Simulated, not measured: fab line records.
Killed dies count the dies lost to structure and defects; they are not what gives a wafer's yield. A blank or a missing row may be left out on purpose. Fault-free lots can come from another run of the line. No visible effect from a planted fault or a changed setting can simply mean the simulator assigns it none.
fab line records || flow n5_finfet
[record] {"lots": 5, "wafers": 13, "last_day": 17}
route steps=1938 shown BEOL_M7@1320 BEOL_M8@1332 PASSIVATION@1936
lots with no fault: from the same line, run without faults
start_h: hours from the record's first day to the start of the lot's first wafer shown || wait_h: hours from the lot's prior step to this one || " unchanged from the row above || L1.1+2: one row covering several wafers at once || - either no value or no given start || * or withheld: withheld || < > ~ a bound
route shown NAME@n: names a module that has steps shown in the file, with the first one's number in the route || usual: average and standard deviation across the fault-free wafers || same: alike in all rows || chamber/n: place in a boat || sites: the reading at each site || _std_site: standard deviation of those values || _edge_site: the outer-site mean with the inner-site mean subtracted || radius_mm: how far each site lies from the wafer's centre || mask NAME#n: copy n || behind: the most recent tool/chamber to have shaped the wafer || hold: why the lot went on hold/how many hours it stayed there/how the hold came to an end || device: transistor that didn't switch, given as n, p or np || end of line: the same wafers' tests at the end of the route || a step without rows: its recipe alone || killed: the dies lost at the first sort to structure and to defects; this is not the yield of the wafer || map: a wafer's dies, marking killed ones x, the rest . and places with no die _
set.NAME: the run value of the setting; set.NAME@STEP: its run value at that earlier step || model.NAME: the simulator's own value behind a step, which no gauge read
lots at selected steps of the route; one table per step, one row per wafer
services: the hour from which a tool's chamber was out of use, counted from the record's first day as start_h (under 0 if before that day), plus the number of hours and why
[[steps]]
[step N5_BEOL_M7_ALD_77]
[recipe] {"material": "TaN", "target_thk_a": 20, "temp_c": 275, "ald_precursor_family": "PDMAT", "ald_co_reactant": "NH3", "pressure_torr": 3, "carrier_flow_sccm": 1500, "pulse_time_s": 2, "purge_time_s": 3, "co_reactant_purge_time_s": 2, "co_reactant_pulse_time_s": 3, "ald_cycles": 40, "precursor_vessel_temp_c": 75, "precursor_vessel_pressure_torr": 26.25, "precursor_vessel_carrier_sccm": 1000}
[step N5_BEOL_M7_SURFACE_TREAT_79]
[recipe] {"gas": "Ar", "time_s": "*", "ion_energy_ev": "*", "ion_current_ma_cm2": 0.5, "pressure_mtorr": "*", "ar_flow_sccm": 30}
[step N5_BEOL_M7_CVD_78]
[recipe] {"material": "Co", "target_thk_a": 20, "temp_c": "withheld", "precursor": "CCTBA/H2", "pressure_torr": 30, "time_s": 142.3}
[step N5_BEOL_M7_SPUTTER_48]
[recipe] {"material": "Cu", "target_thk_a": 100, "temp_c": -20, "bias_v": 60, "power_w": 26000, "chamber_pressure_pa": 0.13, "time_s": 1.667}
[step N5_BEOL_M7_ECD_50]
[recipe] {"material": "Cu", "target_thk_a": 3000}
[step N5_BEOL_M7_ANNEAL_51]
[recipe] {"temp_c": 225, "time_s": 90, "ambient": "N2"}
[step N5_BEOL_M7_CMP_52]
[recipe] {"stop_on": "SiCOH_lowk", "t_overpolish_s": 6.9, "down_force_psi": 1, "platen_rpm": 50, "clearing_platen_down_force_psi": 1.5, "clearing_platen_rpm": 50, "post_cmp_clean": "cu_alkaline", "target_thk_nm": 80, "clearing_platen_pad_velocity_m_s": 0.99484, "pad_velocity_m_s": 0.99484}
[step N5_BEOL_M7_PRE_CLEAN_55]
[recipe] {"gas": "NH3", "time_s": 15, "temp_c": "withheld", "rf_power_w": 300}
[step N5_BEOL_M7_DEP_56]
[recipe] {"material": "SiCN", "target_thk_a": 100, "temp_c": "withheld", "precursor": "3MS/NH3", "pressure_torr": 3, "rf_w": 202, "time_s": 17.5}
[step N5_BEOL_M8_ILD_DEP_00]
[recipe] {"material": "SiCOH_lowk", "target_thk_a": 1797.5, "temp_c": 300, "precursor": "DEMS/porogen", "pressure_torr": 5, "rf_w": 500, "time_s": 33.4}
[usual] {"heater_power_w": "302/64", "showerhead_plenum_p_Torr": "5.743/0.016", "throttle_valve_pct": "13.8/0.72"}
{"lot.wafer": "L867.1", "tool": "pecvd-04", "chamber": 0, "start_h": 281.02, "wait_h": 0.0, "heater_power_w": 284, "showerhead_plenum_p_Torr": 5.722, "throttle_valve_pct": 14.9, "model.SiCOH_lowk_of_BEOL_M8_ILD_DEP_00.thk_nm": 179}
{"lot.wafer": "L867.5", "tool": "pecvd-04", "chamber": 1, "start_h": 281.02, "wait_h": 0.0, "heater_power_w": 345, "showerhead_plenum_p_Torr": 5.756, "throttle_valve_pct": 13.3, "model.SiCOH_lowk_of_BEOL_M8_ILD_DEP_00.thk_nm": 181.6}
{"lot.wafer": "L867.6", "tool": "pecvd-04", "chamber": 2, "start_h": 281.02, "wait_h": 0.0, "heater_power_w": 307, "showerhead_plenum_p_Torr": 5.724, "throttle_valve_pct": 13.2, "model.SiCOH_lowk_of_BEOL_M8_ILD_DEP_00.thk_nm": 182.6}
{"lot.wafer": "L871.4", "tool": "pecvd-04", "chamber": 1, "start_h": 299.52, "wait_h": 0.1, "heater_power_w": 326, "showerhead_plenum_p_Torr": 5.764, "throttle_valve_pct": 13.5, "model.SiCOH_lowk_of_BEOL_M8_ILD_DEP_00.thk_nm": 181.4}
{"lot.wafer": "L871.5", "tool": "pecvd-04", "chamber": 0, "start_h": 299.52, "wait_h": 0.1, "heater_power_w": 277, "showerhead_plenum_p_Torr": 5.730, "throttle_valve_pct": 14.8, "model.SiCOH_lowk_of_BEOL_M8_ILD_DEP_00.thk_nm": 126.6}
{"lot.wafer": "L871.6", "tool": "pecvd-04", "chamber": 2, "start_h": 299.52, "wait_h": 0.1, "heater_power_w": 349, "showerhead_plenum_p_Torr": 5.744, "throttle_valve_pct": 13.1, "model.SiCOH_lowk_of_BEOL_M8_ILD_DEP_00.thk_nm": 180.8}
{"lot.wafer": "L874.3", "tool": "pecvd-04", "chamber": 2, "start_h": 306.56, "wait_h": 0.0, "heater_power_w": 337, "showerhead_plenum_p_Torr": 5.734, "throttle_valve_pct": 12.9, "model.SiCOH_lowk_of_BEOL_M8_ILD_DEP_00.thk_nm": 125}
{"lot.wafer": "L874.5", "tool": "pecvd-04", "chamber": 0, "start_h": 306.56, "wait_h": 0.0, "heater_power_w": 240, "showerhead_plenum_p_Torr": 5.725, "throttle_valve_pct": 14.7, "model.SiCOH_lowk_of_BEOL_M8_ILD_DEP_00.thk_nm": 129}
{"lot.wafer": "L873.2", "tool": "pecvd-04", "chamber": 0, "start_h": 310.04, "wait_h": 0.0, "heater_power_w": 273, "showerhead_plenum_p_Torr": 5.729, "throttle_valve_pct": 14.8, "model.SiCOH_lowk_of_BEOL_M8_ILD_DEP_00.thk_nm": 178.4}
{"lot.wafer": "L873.5", "tool": "pecvd-04", "chamber": 0, "start_h": 310.04, "wait_h": 0.0, "heater_power_w": 273, "showerhead_plenum_p_Torr": 5.726, "throttle_valve_pct": 14.7, "model.SiCOH_lowk_of_BEOL_M8_ILD_DEP_00.thk_nm": 126.8}
{"lot.wafer": "L879.3", "tool": "pecvd-01", "chamber": 1, "start_h": 340.81, "wait_h": 0.0, "heater_power_w": 275, "showerhead_plenum_p_Torr": 5.757, "throttle_valve_pct": 14.0, "model.SiCOH_lowk_of_BEOL_M8_ILD_DEP_00.thk_nm": 178.6}
{"lot.wafer": "L879.4", "tool": "pecvd-01", "chamber": 0, "start_h": 340.81, "wait_h": 0.0, "heater_power_w": 262, "showerhead_plenum_p_Torr": 5.733, "throttle_valve_pct": 14.7, "model.SiCOH_lowk_of_BEOL_M8_ILD_DEP_00.thk_nm": 181.8}
{"lot.wafer": "L879.5", "tool": "pecvd-01", "chamber": 2, "start_h": 340.81, "wait_h": 0.0, "heater_power_w": 275, "showerhead_plenum_p_Torr": 5.753, "throttle_valve_pct": 13.1, "model.SiCOH_lowk_of_BEOL_M8_ILD_DEP_00.thk_nm": 183.6}
[step N5_BEOL_M8_CURE_74]
[recipe] {"temp_c": 385, "time_s": 240, "ambient": "He/Ar", "material": "SiCOH_lowk"}
[step N5_BEOL_M8_THK_MEAS_01]
[recipe] {"reads": "SiCOH_lowk_of_BEOL_M8_ILD_DEP_00"}
[usual] {"M8_ILD_THK": "155.9/2"}
{"lot.wafer": "L867.1", "tool": "film_metro-01", "chamber": "-", "start_h": 281.59, "wait_h": 0.4, "M8_ILD_THK[nm]": 154.3}
{"lot.wafer": "L867.5", "tool": "film_metro-01", "chamber": "-", "start_h": 281.59, "wait_h": 0.4, "M8_ILD_THK[nm]": 156.7}
{"lot.wafer": "L867.6", "tool": "film_metro-01", "chamber": "-", "start_h": 281.59, "wait_h": 0.4, "M8_ILD_THK[nm]": 157.5}
{"lot.wafer": "L871.4", "tool": "film_metro-02", "chamber": "-", "start_h": 300.08, "wait_h": 0.2, "M8_ILD_THK[nm]": 156.2}
{"lot.wafer": "L871.5", "tool": "film_metro-02", "chamber": "-", "start_h": 300.08, "wait_h": 0.2, "M8_ILD_THK[nm]": 108.8}
{"lot.wafer": "L871.6", "tool": "film_metro-02", "chamber": "-", "start_h": 300.08, "wait_h": 0.2, "M8_ILD_THK[nm]": 156.0}
{"lot.wafer": "L874.3", "tool": "film_metro-02", "chamber": "-", "start_h": 307.24, "wait_h": 0.3, "M8_ILD_THK[nm]": 107.5}
{"lot.wafer": "L874.5", "tool": "film_metro-02", "chamber": "-", "start_h": 307.24, "wait_h": 0.3, "M8_ILD_THK[nm]": 110.8}
{"lot.wafer": "L873.2", "tool": "film_metro-01", "chamber": "-", "start_h": 310.63, "wait_h": 0.4, "M8_ILD_THK[nm]": 153.9}
{"lot.wafer": "L873.5", "tool": "film_metro-01", "chamber": "-", "start_h": 310.63, "wait_h": 0.4, "M8_ILD_THK[nm]": 109.0}
{"lot.wafer": "L879.3", "tool": "film_metro-02", "chamber": "-", "start_h": 341.86, "wait_h": 0.5, "M8_ILD_THK[nm]": 153.9}
{"lot.wafer": "L879.4", "tool": "film_metro-02", "chamber": "-", "start_h": 341.86, "wait_h": 0.5, "M8_ILD_THK[nm]": 156.7}
{"lot.wafer": "L879.5", "tool": "film_metro-02", "chamber": "-", "start_h": 341.86, "wait_h": 0.5, "M8_ILD_THK[nm]": 158.3}
[step N5_BEOL_M8_PECVD_70]
[recipe] {"material": "SiO2", "target_thk_a": 200, "temp_c": 400, "precursor": "TEOS/O2", "pressure_torr": 5.5, "rf_w": 450, "teos_flow_sccm": 53.8, "gas": "O2", "flow_sccm": 3000, "time_s": 22.7}
[step N5_BEOL_M8_HM_DEP_02]
[recipe] {"material": "TiN", "target_thk_a": 200, "temp_c": 25, "chamber_pressure_pa": 0.49996}
[step N5_BEOL_M8_COAT_59]
[recipe] {"resist": "SOC", "temp_c": 250, "time_s": 60, "spin_rpm": 1500, "resist_thk_nm": 100}
[step N5_BEOL_M8_COAT_60]
[recipe] {"resist": "SiARC", "temp_c": 220, "time_s": 60, "spin_rpm": 1500, "resist_thk_nm": 35}
[step N5_BEOL_M8_COAT_05]
[recipe] {"resist": "CAR-ArF", "spin_rpm": 1500, "resist_thk_nm": 90}
[step N5_BEOL_M8_EBR_07]
[recipe] {"solvent": "PGMEA", "ebr_width_mm": 1.5}
[step N5_BEOL_M8_SOFTBAKE_06]
[recipe] {"temp_c": 110, "time_s": 60, "resist": "CAR-ArF"}
[step N5_BEOL_M8_EXPOSE_08]
[recipe] {"mask_id": "M8", "na": 1.35, "source_shape": "dipole", "sigma_inner": 0.817, "sigma_outer": 0.97, "polarization": "te", "dose_mj": 68.25}
[step N5_BEOL_M8_PEB_09]
[recipe] {"peb_temp_c": "withheld", "peb_time_s": 60, "resist": "CAR-ArF"}
[step N5_BEOL_M8_DEVELOP_10]
[recipe] {"develop_time_s": 30, "developer": "TMAH", "resist": "CAR-ArF", "rinse_liquid": "diw", "dry": "air_spin", "dev_temp_c": 23}
[step N5_BEOL_M8_DESCUM_16]
[recipe] {"chemistry": "O2", "time_s": 7.9, "source_power_w": 50, "bias_power_w": 20, "pressure_mtorr": 20, "rf_frequency_hz": 2.712e+07, "temp_c": 40, "resist": "CAR-ArF", "o2_flow_sccm": 225}
[step N5_BEOL_M8_ETCH_61]
[recipe] {"chemistry": "CF4", "target": "SiARC", "target_depth_a": 455, "mask_material": "CAR-ArF", "time_s": 75.8, "ion_energy_ev": 80, "pressure_mtorr": 40, "source_w": 545, "bias_w": 36, "Ar_flow_sccm": 100, "cf4_flow_sccm": 100, "ends": "cleared"}
[step N5_BEOL_M8_ETCH_62]
[recipe] {"chemistry": "N2/H2", "target": "SOC", "target_depth_a": 1100, "overetch_a": 220, "mask_material": "SiARC", "temp_c": 40, "time_s": 165, "ion_energy_ev": 200, "pressure_mtorr": 30, "source_w": 840, "bias_w": 150, "n2_flow_sccm": 200, "h2_flow_sccm": 200}
[step N5_BEOL_M8_STRIP_68]
[recipe] {"chemistry": "N2/H2", "temp_c": 40, "n2_flow_sccm": 200, "h2_flow_sccm": 200, "rf_frequency_hz": 6e+07}
[step N5_BEOL_M8_STRIP_67]
[recipe] {"chemistry": "CF4", "resist": "SiARC", "power_w": 300, "bias_power_w": 75, "pressure_mtorr": 50, "cf4_flow_sccm": 150, "rf_frequency_hz": 6e+07}
[step N5_BEOL_M8_HM_OPEN_17]
[recipe] {"chemistry": "Cl2/BCl3", "target_depth_a": 200, "overetch_a": 60, "target": "TiN", "mask_material": "SOC", "ion_energy_ev": 150, "pressure_mtorr": 10, "icp_w": 1000, "bias_w": 126, "Cl2_flow_sccm": 53.25, "bcl3_flow_sccm": 21.75, "Ar_flow_sccm": 25}
[step N5_BEOL_M8_STRIP_19]
[recipe] {"chemistry": "O2", "power_w": 400, "temp_c": 40, "pressure_mtorr": 30, "rf_frequency_hz": 6e+07, "bias_power_w": 0, "overash_fraction": 0.2, "o2_flow_sccm": 225}
[step N5_BEOL_M8_COAT_63]
[recipe] {"resist": "SOC", "temp_c": 250, "time_s": 60, "spin_rpm": 1500, "resist_thk_nm": 60}
[step N5_BEOL_M8_COAT_64]
[recipe] {"resist": "SiARC", "temp_c": 220, "time_s": 60, "spin_rpm": 1500, "resist_thk_nm": 12}
[step N5_BEOL_M8_COAT_71]
[recipe] {"resist": "underlayer", "temp_c": 205, "time_s": 60, "spin_rpm": 1500, "resist_thk_nm": 5}
[step N5_BEOL_M8_COAT_22]
[recipe] {"resist": "CAR-EUV", "spin_rpm": 1500, "resist_thk_nm": 30}
[step N5_BEOL_M8_EBR_24]
[recipe] {"solvent": "PGMEA", "ebr_width_mm": 1.5}
[step N5_BEOL_M8_SOFTBAKE_23]
[recipe] {"temp_c": 110, "time_s": 60, "resist": "CAR-EUV"}
[step N5_BEOL_M8_CMP_52]
[recipe] {"stop_on": "SiCOH_lowk", "t_overpolish_s": 6.9, "down_force_psi": 1, "platen_rpm": 50, "clearing_platen_down_force_psi": 1.5, "clearing_platen_rpm": 50, "post_cmp_clean": "cu_alkaline", "target_thk_nm": 80, "clearing_platen_pad_velocity_m_s": 0.99484, "pad_velocity_m_s": 0.99484}
[usual] {"motor_current_A": "6.2/0.58"}
{"lot.wafer": "L867.1", "tool": "cmp-02", "chamber": 1, "start_h": 286.29, "wait_h": 0.3, "motor_current_A": 6.0, "model.SiCOH_lowk_of_BEOL_M8_ILD_DEP_00.thk_nm": 151.2}
{"lot.wafer": "L867.5", "tool": "cmp-02", "chamber": 3, "start_h": 286.29, "wait_h": 0.3, "motor_current_A": 6.6, "model.SiCOH_lowk_of_BEOL_M8_ILD_DEP_00.thk_nm": 153.6}
{"lot.wafer": "L867.6", "tool": "cmp-02", "chamber": 0, "start_h": 286.29, "wait_h": 0.3, "motor_current_A": 5.6, "model.SiCOH_lowk_of_BEOL_M8_ILD_DEP_00.thk_nm": 154.4}
{"lot.wafer": "L871.4", "tool": "cmp-02", "chamber": 2, "start_h": 308.16, "wait_h": 0.1, "motor_current_A": 5.9, "model.SiCOH_lowk_of_BEOL_M8_ILD_DEP_00.thk_nm": 153.4}
{"lot.wafer": "L871.5", "tool": "cmp-02", "chamber": 2, "start_h": 308.16, "wait_h": 0.1, "motor_current_A": 6.1, "model.SiCOH_lowk_of_BEOL_M8_ILD_DEP_00.thk_nm": 105.8}
{"lot.wafer": "L871.6", "tool": "cmp-02", "chamber": 3, "start_h": 308.16, "wait_h": 0.1, "motor_current_A": 6.5, "model.SiCOH_lowk_of_BEOL_M8_ILD_DEP_00.thk_nm": 153}
{"lot.wafer": "L874.3", "tool": "cmp-03", "chamber": 0, "start_h": 316.91, "wait_h": 0.9, "motor_current_A": 7.0, "model.SiCOH_lowk_of_BEOL_M8_ILD_DEP_00.thk_nm": 104.6}
{"lot.wafer": "L874.5", "tool": "cmp-03", "chamber": 0, "start_h": 316.91, "wait_h": 0.9, "motor_current_A": 7.1, "model.SiCOH_lowk_of_BEOL_M8_ILD_DEP_00.thk_nm": 107.8}
{"lot.wafer": "L873.2", "tool": "cmp-03", "chamber": 0, "start_h": 319.23, "wait_h": 0.3, "motor_current_A": 6.7, "model.SiCOH_lowk_of_BEOL_M8_ILD_DEP_00.thk_nm": 150.8}
{"lot.wafer": "L873.5", "tool": "cmp-03", "chamber": 2, "start_h": 319.23, "wait_h": 0.3, "motor_current_A": 6.2, "model.SiCOH_lowk_of_BEOL_M8_ILD_DEP_00.thk_nm": 106}
{"lot.wafer": "L879.4", "tool": "cmp-03", "chamber": 1, "start_h": 347.90, "wait_h": 0.1, "motor_current_A": 5.8, "model.SiCOH_lowk_of_BEOL_M8_ILD_DEP_00.thk_nm": 153.8}
{"lot.wafer": "L879.3", "tool": "cmp-03", "chamber": 0, "start_h": 347.90, "wait_h": 0.1, "motor_current_A": 6.9, "model.SiCOH_lowk_of_BEOL_M8_ILD_DEP_00.thk_nm": 151}
{"lot.wafer": "L879.5", "tool": "cmp-03", "chamber": 1, "start_h": 347.90, "wait_h": 0.1, "motor_current_A": 5.5, "model.SiCOH_lowk_of_BEOL_M8_ILD_DEP_00.thk_nm": 155.4}
[step N5_PASSIVATION_PROBE_49]
[usual] {"defect_limited_yield": "91.3/1.5", "killed_at_M0_to_M3": "33/12", "killed_at_M4_up": "13/5.2", "killed_at_contacts": "13/6.7", "killed_at_front_end": "40/11", "killed_at_other": "4.1/2.7", "killed_dies": "103/17", "killed_on_rim": "14/4.2", "killed_open": "69/13", "killed_short": "33/8.4", "sort_bin_5_function": "5.1/1", "sort_bin_6_memory": "3.2/0.62", "sort_bin_8_speed": "0.00/0.014", "sort_n_pass": "1077/17"}
[same] {"gross_dies": 1180, "killed_at_back_side": 0, "sort_bin_4_leakage[%]": 0}
{"lot.wafer": "L873.2", "tool": "prober-02", "chamber": "-", "start_h": 388.20, "wait_h": 0.1, "defect_limited_yield[%]": 91.5, "killed_at_M0_to_M3": 29, "killed_at_M4_up": 16, "killed_at_contacts": 14, "killed_at_front_end": 38, "killed_at_other": 3, "killed_dies": 100, "killed_on_rim": 15, "killed_open": 65, "killed_short": 31, "sort_bin_5_function[%]": 4.4, "sort_bin_6_memory[%]": 3.1, "sort_bin_8_speed[%]": 0, "sort_n_pass": 1080}
{"lot.wafer": "L873.5", "tool": "prober-02", "chamber": "-", "start_h": 388.35, "wait_h": 0.2, "defect_limited_yield[%]": 92.7, "killed_at_M0_to_M3": 24, "killed_at_M4_up": 9, "killed_at_contacts": 12, "killed_at_front_end": 39, "killed_at_other": 2, "killed_dies": 86, "killed_on_rim": 9, "killed_open": 57, "killed_short": 29, "sort_bin_5_function[%]": 4.1, "sort_bin_6_memory[%]": 3.1, "sort_bin_8_speed[%]": 0, "sort_n_pass": 1094}
{"lot.wafer": "L874.3", "tool": "prober-01", "chamber": "-", "start_h": 390.82, "wait_h": 0.1, "defect_limited_yield[%]": 89.4, "killed_at_M0_to_M3": 53, "killed_at_M4_up": 13, "killed_at_contacts": 12, "killed_at_front_end": 40, "killed_at_other": 7, "killed_dies": 125, "killed_on_rim": 18, "killed_open": 77, "killed_short": 46, "sort_bin_5_function[%]": 6.5, "sort_bin_6_memory[%]": 3.6, "sort_bin_8_speed[%]": 0, "sort_n_pass": 1055}
{"lot.wafer": "L874.5", "tool": "prober-01", "chamber": "-", "start_h": 390.92, "wait_h": 0.2, "defect_limited_yield[%]": 92.0, "killed_at_M0_to_M3": 24, "killed_at_M4_up": 7, "killed_at_contacts": 10, "killed_at_front_end": 47, "killed_at_other": 6, "killed_dies": 94, "killed_on_rim": 9, "killed_open": 71, "killed_short": 23, "sort_bin_5_function[%]": 4.5, "sort_bin_6_memory[%]": 3.3, "sort_bin_8_speed[%]": 0, "sort_n_pass": 1086}
// killed by level:class
L873.2 FIN_SAQP:geometric_particle:open=15 MOL_CONTACT_COAG:geometric_particle:open=13 FIN_SAQP:geometric_particle:short=11 BEOL_M2:geometric_particle:open=7 BEOL_M3:geometric_particle:open=6 BEOL_M4:geometric_particle:open=6 BEOL_M1:geometric_particle:short=4 BEOL_M3:geometric_particle:short=4
L873.5 BEOL_M2:geometric_particle:open=10 FIN_SAQP:geometric_particle:open=9 DUMMY_GATE:geometric_particle:open=9 FIN_SAQP:geometric_particle:short=8 MOL_CONTACT_COAG:geometric_particle:open=7 MOL_CONTACT_COAG:geometric_particle:short=5 BEOL_M1:geometric_particle:open=5 STARTING-WAFER:geometric_particle:open=5
L874.3 BEOL_M0_SAQP:geometric_particle:open=11 BEOL_M0_SAQP:geometric_particle:short=11 FIN_SAQP:geometric_particle:open=10 BEOL_M1:geometric_particle:open=10 MOL_CONTACT_COAG:geometric_particle:short=6 MOL_CONTACT_COAG:geometric_particle:open=6 BEOL_M2:geometric_particle:open=6 DUMMY_GATE:geometric_particle:open=4
L874.5 STI_FIN_REVEAL:geometric_particle:open=16 FIN_SAQP:geometric_particle:open=9 MOL_CONTACT_COAG:geometric_particle:open=8 BEOL_M3:geometric_particle:open=8 FIN_SAQP:geometric_particle:short=4 DUMMY_GATE:geometric_particle:open=4 GATE_CUT:geometric_particle:short=4 BEOL_M0_SAQP:geometric_particle:open=4
[[services]]
{"tool": "pecvd-04", "chamber": 0, "start_h": 258.81, "hours": 5.5, "kind": "scheduled_down"}
{"tool": "cmp-03", "chamber": "-", "start_h": 265.33, "hours": 1.6, "kind": "repair"}
{"tool": "pecvd-01", "chamber": 0, "start_h": 278.24, "hours": 12.8, "kind": "repair"}
{"tool": "pecvd-04", "chamber": "-", "start_h": 278.25, "hours": 1.6, "kind": "repair"}
{"tool": "cmp-03", "chamber": "-", "start_h": 306.77, "hours": 5.1, "kind": "pm"}
{"tool": "pecvd-01", "chamber": 2, "start_h": 308.71, "hours": 5.5, "kind": "scheduled_down"}
{"tool": "cmp-02", "chamber": "-", "start_h": 313.69, "hours": 4.0, "kind": "pm"}
{"tool": "cmp-02", "chamber": "-", "start_h": 317.69, "hours": "-", "kind": "consumable_replace:conditioner"}
{"tool": "cmp-02", "chamber": "-", "start_h": 317.69, "hours": "-", "kind": "consumable_replace:pad"}
{"tool": "cmp-02", "chamber": "-", "start_h": 320.54, "hours": 0.4, "kind": "repair"}
[[key]]
[first_sign] {"step": "N5_BEOL_M8_THK_MEAS_01", "reading": "M8_ILD_THK", "direction": "down", "sigmas": 23, "usual": 155.9, "struck": 109.0}
effect none on later readings
[model_effect] {"step": "N5_BEOL_M8_ILD_DEP_00", "value": "SiCOH_lowk_of_BEOL_M8_ILD_DEP_00.thk_nm", "without": 181.1, "struck": 126.9}
[model_effect] {"step": "N5_BEOL_M8_CMP_52", "value": "SiCOH_lowk_of_BEOL_M8_ILD_DEP_00.thk_nm", "without": 153.2, "struck": 106.1}
met_at N5_BEOL_M8_ILD_DEP_00
struck_wafers L871.5,L873.5,L874.3,L874.5
onset_between 281.02 299.52
[fault] {"kind": "process_parameter_drift", "tool": "pecvd-04", "chamber": "-", "onset_h": 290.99, "steps": "N5_BEOL_M8_ILD_DEP_00", "channel": "time_s", "offset": "*", "shape": "step", "end_h": 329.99, "scope": "struck_wafers_only", "acts_in": "*", "stated": "*"}
